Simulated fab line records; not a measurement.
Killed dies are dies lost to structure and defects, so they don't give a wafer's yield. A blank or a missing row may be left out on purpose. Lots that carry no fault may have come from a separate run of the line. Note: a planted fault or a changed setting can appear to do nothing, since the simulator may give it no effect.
Chamber matching -- flow nandHarc -- 4 sister chambers for NHARC_THIN_TSV_ETCH_15 on rieSi-04
The step target depth 3000 nm, bosch target overetch cycles 2, bosch etch step 2.8 s. 4 wafers are shown with their chamber, then 7 later ones without.

WAFERS WITH THEIR CHAMBER
wafer,chamber,drypumpMotorCurrentA (A)
L076.3,0,6.0
L089.2,1,5.9
L093.1,2,6.3
L093.2,3,6.3

WAFERS WHOSE CHAMBER IS MISSING
wafer,drypumpMotorCurrentA (A)
L093.3,6.0
L094.1,6.4
L094.2,6.3
L094.6,6.4
L097.3,6.4
L097.4,5.9
L097.6,6.4

EACH ONE'S CHAMBER
wafer,from the rows above,in truth
L093.3,can't be placed: 0 or 1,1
L094.1,can't be placed: 2 or 3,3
L094.2,can't be placed: 2 or 3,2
L094.6,can't be placed: 2 or 3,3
L097.3,can't be placed: 2 or 3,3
L097.4,can't be placed: 1 or 0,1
L097.6,can't be placed: 2 or 3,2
Placed correctly: 0 of 7. Not placeable from these rows: 7 (in 7, the candidates include the true chamber). Number placed wrongly: 0.
How it was worked out, from the rows above alone: a wafer's distance from a chamber is the root of the sum, over the readings, of the square of ((its reading less the chamber's mean) divided by the reading's scatter). If the next closest chamber is less than 2 further off than the closest, the wafer can't be placed; otherwise it belongs to the closest. Each chamber's mean is taken over the wafers shown for it. The scatter: with one shown wafer a chamber, the root of the mean of the squares of how far each hidden wafer lies from its nearest shown one.
